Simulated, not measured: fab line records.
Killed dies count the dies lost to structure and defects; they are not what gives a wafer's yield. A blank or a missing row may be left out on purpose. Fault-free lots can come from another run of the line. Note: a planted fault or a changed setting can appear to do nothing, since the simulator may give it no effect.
Split-lot trial -- flow n5Finfet -- 39 wafers read from 7 lots, route of 1938 steps

## THE SPLIT ITSELF
At N5_DUMMY_GATE_EXPOSE_12 (exposes mask GATE, target cd 25 nm), the setting doseMj was moved away from the recipe's 34 on 18 of the 39 wafers read, by -7.6% to +6.5%. The other wafers ran this setting at the recipe's value.

## FROM THE SPLIT TO THE READING: what the file shows between them, 10 steps
- N5_DUMMY_GATE_PEB_13: peb time 60 s
- N5_DUMMY_GATE_DEVELOP_14: develop time 30 s
- N5_DUMMY_GATE_CD_MEAS_15: target cd 25.8 nm
- N5_DUMMY_GATE_STRIP_38: strips in N2/H2
- N5_DUMMY_GATE_STRIP_39: strips in N2/H2
- N5_DUMMY_GATE_TRIM_49: chemistry O2, time 29 s, target cd 14 nm
- N5_DUMMY_GATE_STRIP_40: strips in CF4
- N5_DUMMY_GATE_CD_MEAS_50: target cd 14 nm
- N5_DUMMY_GATE_ETCH_32: etches SiO2 in CF4, target depth 3.5 nm, time 3.9 s (also split here: timeS)
- N5_DUMMY_GATE_ETCH_44: etches poly-Si in HBr/O2, stops on SiO2, target depth 127.5 nm (also split here: targetDepthA)

## THE READING
cdNm (nm) at N5_DUMMY_GATE_CD_MEAS_24, where the cd target is 15 nm. Typical for fault-free wafers on this fab line: 15.0 nm, with standard deviation 0.38 nm.

wafer,"tool, chamber at the split",doseMj as run,against the recipe,"cdNm, nm",against lot-mates on the recipe
L080.1,"euvScanner-02, 0",34,recipe,15.4,-
L080.2,"euvScanner-02, 0",33.18,-2.4%,16.3,+1.0
L080.3,"euvScanner-02, 0",34,recipe,15.3,-
L080.4,"euvScanner-02, 0",33.18,-2.4%,16.1,+0.8
L080.5,"euvScanner-02, 0",33.18,-2.4%,16.1,+0.8
L080.6,"euvScanner-02, 0",34,recipe,15.3,-
L081.1,"euvScanner-01, 0",34,recipe,15.0,-
L081.2,"euvScanner-01, 0",31.41,-7.6%,16.5,+1.3
L081.3,"euvScanner-01, 0",34,recipe,15.5,-
L081.4,"euvScanner-01, 0",34,recipe,15.2,-
L081.5,"euvScanner-01, 0",31.41,-7.6%,16.3,+1.1
L081.6,"euvScanner-01, 0",31.41,-7.6%,16.4,+1.2
L083.1,"euvScanner-02, 0",34,recipe,15.0,-
L083.2,"euvScanner-02, 0",34,recipe,15.4,-
L083.5,"euvScanner-02, 0",34,recipe,15.2,-
L088.1,"euvScanner-01, 0",34,recipe,15.2,-
L088.2,"euvScanner-01, 0",32.85,-3.4%,16.0,+0.8
L088.3,"euvScanner-01, 0",32.85,-3.4%,16.2,+1.0
L088.4,"euvScanner-01, 0",34,recipe,15.4,-
L088.5,"euvScanner-01, 0",32.85,-3.4%,16.1,+0.9
L088.6,"euvScanner-01, 0",34,recipe,14.9,-
L091.1,"euvScanner-02, 0",34,recipe,14.3,-
L091.2,"euvScanner-02, 0",32.15,-5.4%,16.4,+1.5
L091.3,"euvScanner-02, 0",32.15,-5.4%,16.5,+1.6
L091.4,"euvScanner-02, 0",34,recipe,14.8,-
L091.5,"euvScanner-02, 0",34,recipe,15.7,-
L091.6,"euvScanner-02, 0",32.15,-5.4%,16.1,+1.2
L094.1,"euvScanner-02, 0",36.21,+6.5%,13.7,-1.1
L094.2,"euvScanner-02, 0",34,recipe,14.6,-
L094.3,"euvScanner-02, 0",36.21,+6.5%,13.7,-1.1
L094.4,"euvScanner-02, 0",36.21,+6.5%,14.1,-0.7
L094.5,"euvScanner-02, 0",34,recipe,15.2,-
L094.6,"euvScanner-02, 0",34,recipe,14.7,-
L096.1,"euvScanner-02, 0",35.84,+5.4%,13.9,-1.0
L096.2,"euvScanner-02, 0",35.84,+5.4%,14.2,-0.7
L096.3,"euvScanner-02, 0",34,recipe,15.6,-
L096.4,"euvScanner-02, 0",34,recipe,14.6,-
L096.5,"euvScanner-02, 0",35.84,+5.4%,14.0,-0.9
L096.6,"euvScanner-02, 0",34,recipe,14.6,-

FIT RESULTS
A straight line over all 39 wafers: cdNm changes by -0.205 nm for each +1% of doseMj; r = -0.91; the points scatter about the line by 0.35 nm.
The same after taking each lot's own level away (the mean of its wafers on the recipe; 39 wafers): -0.184 nm for each +1%; r = -0.91; scatter 0.32 nm.
According to that fit, moving doseMj by its largest amount changes the reading by 1.4 nm.
Across the lots, their own levels run from 14.83 to 15.33 nm, a range of 1.3 times the standard deviation given above.
Thus the slope moves with the lot-to-lot level: the two fits are different.
Check: for one of the wafers moved furthest among these (-7.6%), held out of the fit, the line's prediction against its lot-mates is +1.52 nm. Against them it came out at +1.27 nm.

## THESE WAFERS: OTHER SPLITS
Other splits were also applied to these wafers ahead of the reading. Each is held against what the fit with the lots' levels taken away leaves over:
other split on the same wafers,wafers away from the commonest value,r with cdNm (lot level and that fit taken away)
N5_WELL_APT_IMPLANT_14 energyKev,18,-0.11
N5_WELL_APT_EPI_41 targetThkA,12,+0.05
N5_DUMMY_GATE_ETCH_32 timeS,15,+0.19
N5_DUMMY_GATE_ETCH_44 targetDepthA,15,+0.23

## THE WHOLE CHAIN: every reading that the file lists as answering this split, in the file's order
step,what it does,reading,change (the file's fit),r (the file's)
N5_DUMMY_GATE_CD_MEAS_15,target cd 25.8 nm,cdNm,-0.188 nm for each +1% of the setting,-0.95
N5_DUMMY_GATE_TRIM_49,"chemistry O2, time 29 s, target cd 14 nm","DUMMY_GATE.cdNm (the simulator's own value, which no gauge read)",-0.177 nm for each +1% of the setting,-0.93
N5_DUMMY_GATE_CD_MEAS_50,target cd 14 nm,cdNm,-0.172 nm for each +1% of the setting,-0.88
N5_DUMMY_GATE_ETCH_44,"etches poly-Si in HBr/O2, stops on SiO2, target depth 127.5 nm","DUMMY_GATE.cdNm (the simulator's own value, which no gauge read)",-0.187 nm for each +1% of the setting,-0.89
N5_DUMMY_GATE_CD_MEAS_24,target cd 15 nm,cdNm,-0.189 nm for each +1% of the setting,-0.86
N5_DUMMY_GATE_ETCH_42,"etches SiO2 in CHF3/O2, target depth 3.5 nm, time 31 s","DUMMY_GATE.cdNm (the simulator's own value, which no gauge read)",-0.196 nm for each +1% of the setting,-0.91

## FILE'S OWN FIT
cdNm changes by -0.189 nm for each +1% of doseMj, r = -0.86.
